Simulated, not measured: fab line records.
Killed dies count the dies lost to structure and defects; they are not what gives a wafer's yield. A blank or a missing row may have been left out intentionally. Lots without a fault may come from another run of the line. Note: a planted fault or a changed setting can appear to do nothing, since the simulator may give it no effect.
Split-lot study + flow n5-finfet + 21 wafers read from 7 lots, route of 1938 steps

SPLIT DETAILS
At N5_HKMG_FIN_COAT_30 (time 60 s, resist thk 35 nm), the setting spin-rpm was moved away from the recipe's 1500 rpm on 6 of the 21 wafers read, by -9.0% to +4.5%. All remaining wafers had this setting at the recipe value.

FROM THE SPLIT TO THE READING: what the file shows between them, 4 steps
- N5_HKMG_FIN_COAT_06: resist thk 90 nm
- N5_HKMG_FIN_EBR_08
- N5_HKMG_FIN_DESCUM_17: chemistry O2, time 7.9 s
- N5_HKMG_FIN_ETCH_31: etches SiARC in CF4, target depth 45.5 nm, time 75.8 s

THE READING
SiARC_of_HKMG_FIN_COAT_30.thk-nm (the simulator's own value, which no gauge read), in nm, at N5_HKMG_FIN_ETCH_32 (etches SOC in N2/H2, target depth 240 nm, time 300 s). The file does not state a usual value for it. Here, 15 wafers ran the recipe; their average is 20.9 nm with a standard deviation of 0.81 nm.

| wafer  | tool, chamber at the split | spin-rpm as run, rpm | against the recipe | SiARC_of_HKMG_FIN_COAT_30.thk-nm, nm | against lot-mates on the recipe |
|--------|----------------------------|----------------------|--------------------|--------------------------------------|---------------------------------|
| L074.1 | litho-track-02, 0          | 1500                 | recipe             | 20                                   | -                               |
| L074.3 | litho-track-02, 0          | 1390                 | -7.3%              | 23.2                                 | +2.8                            |
| L074.5 | litho-track-02, 0          | 1500                 | recipe             | 20.8                                 | -                               |
| L078.3 | litho-track-05, 0          | 1568                 | +4.5%              | 21.4                                 | -0.4                            |
| L078.4 | litho-track-05, 0          | 1568                 | +4.5%              | 21                                   | -0.8                            |
| L078.5 | litho-track-05, 0          | 1500                 | recipe             | 21.8                                 | -                               |
| L079.1 | litho-track-05, 0          | 1500                 | recipe             | 20                                   | -                               |
| L079.4 | litho-track-05, 0          | 1500                 | recipe             | 20.4                                 | -                               |
| L079.5 | litho-track-05, 0          | 1500                 | recipe             | 19.8                                 | -                               |
| L086.3 | litho-track-01, 0          | 1500                 | recipe             | 22                                   | -                               |
| L086.4 | litho-track-01, 0          | 1500                 | recipe             | 21.4                                 | -                               |
| L086.6 | litho-track-01, 0          | 1417                 | -5.5%              | 22.6                                 | +0.9                            |
| L090.1 | litho-track-01, 0          | 1500                 | recipe             | 20.2                                 | -                               |
| L090.5 | litho-track-01, 0          | 1365                 | -9.0%              | 23.6                                 | +3.5                            |
| L090.6 | litho-track-01, 0          | 1500                 | recipe             | 20                                   | -                               |
| L091.1 | litho-track-01, 0          | 1500                 | recipe             | 21                                   | -                               |
| L091.3 | litho-track-01, 0          | 1423                 | -5.1%              | 22                                   | +0.7                            |
| L091.5 | litho-track-01, 0          | 1500                 | recipe             | 21.6                                 | -                               |
| L094.1 | litho-track-05, 0          | 1500                 | recipe             | 22.2                                 | -                               |
| L094.3 | litho-track-05, 0          | 1500                 | recipe             | 21.8                                 | -                               |
| L094.6 | litho-track-05, 0          | 1500                 | recipe             | 20.6                                 | -                               |

FIT RESULTS
A straight line over all 21 wafers: SiARC_of_HKMG_FIN_COAT_30.thk-nm changes by -0.213 nm for each +1% of spin-rpm; r = -0.65; the points scatter about the line by 0.84 nm.
The same after taking each lot's own level away (the mean of its wafers on the recipe; 21 wafers): -0.277 nm for each +1%; r = -0.87; scatter 0.54 nm.
Per that fit: largest spin-rpm move, reading shift of 2.5 nm.
The span of the lots' own levels, 20.07 to 21.80 nm, comes to 2.2 times the standard deviation stated above.
So the lot-to-lot level blurs the effect unless lot-mates are compared.
Check: with one of the wafers moved furthest among these (-9.0%) left out of the fit, the line predicts +2.08 nm for it against its lot-mates. It came out at +3.5 nm against them.

OTHER SPLITS ON THESE WAFERS
These wafers also went through other splits before the reading. Each is held against what the fit with the lots' levels taken away leaves over:
| other split on the same wafers        | wafers away from the commonest value | r with SiARC_of_HKMG_FIN_COAT_30.thk-nm (lot level and that fit taken away) |
|---------------------------------------|--------------------------------------|-----------------------------------------------------------------------------|
| N5_DUMMY_GATE_ETCH_31 target-depth-a  | 9                                    | +0.01                                                                       |
| N5_SD_EPI_P_PEB_07 peb-time-s         | 7                                    | +0.01                                                                       |
| N5_SD_EPI_P_DEVELOP_08 develop-time-s | 8                                    | -0.26                                                                       |
| N5_HKMG_FIN_ETCH_55 bias-w            | 5                                    | +0.10                                                                       |

THE WHOLE CHAIN: every reading that the file lists as answering this split, in the file's order
| step                | what it does                                           | reading                                                                             | change (the file's fit)               | r (the file's) |
|---------------------|--------------------------------------------------------|-------------------------------------------------------------------------------------|---------------------------------------|----------------|
| N5_HKMG_FIN_COAT_30 | time 60 s, resist thk 35 nm                            | SiARC_of_HKMG_FIN_COAT_30.thk-nm (the simulator's own value, which no gauge read)   | -0.179 nm for each +1% of the setting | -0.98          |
| N5_HKMG_FIN_ETCH_31 | etches SiARC in CF4, target depth 45.5 nm, time 75.8 s | etch.depth-nm (the simulator's own value, which no gauge read)                      | -0.183 nm for each +1% of the setting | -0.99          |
| N5_HKMG_FIN_ETCH_31 | etches SiARC in CF4, target depth 45.5 nm, time 75.8 s | CAR-ArF_of_HKMG_FIN_COAT_06.thk-nm (the simulator's own value, which no gauge read) | +0.171 nm for each +1% of the setting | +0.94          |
| N5_HKMG_FIN_ETCH_32 | etches SOC in N2/H2, target depth 240 nm, time 300 s   | SiARC_of_HKMG_FIN_COAT_30.thk-nm (the simulator's own value, which no gauge read)   | -0.298 nm for each +1% of the setting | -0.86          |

FILE'S OWN FIT
SiARC_of_HKMG_FIN_COAT_30.thk-nm changes by -0.298 nm for each +1% of spin-rpm, r = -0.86.
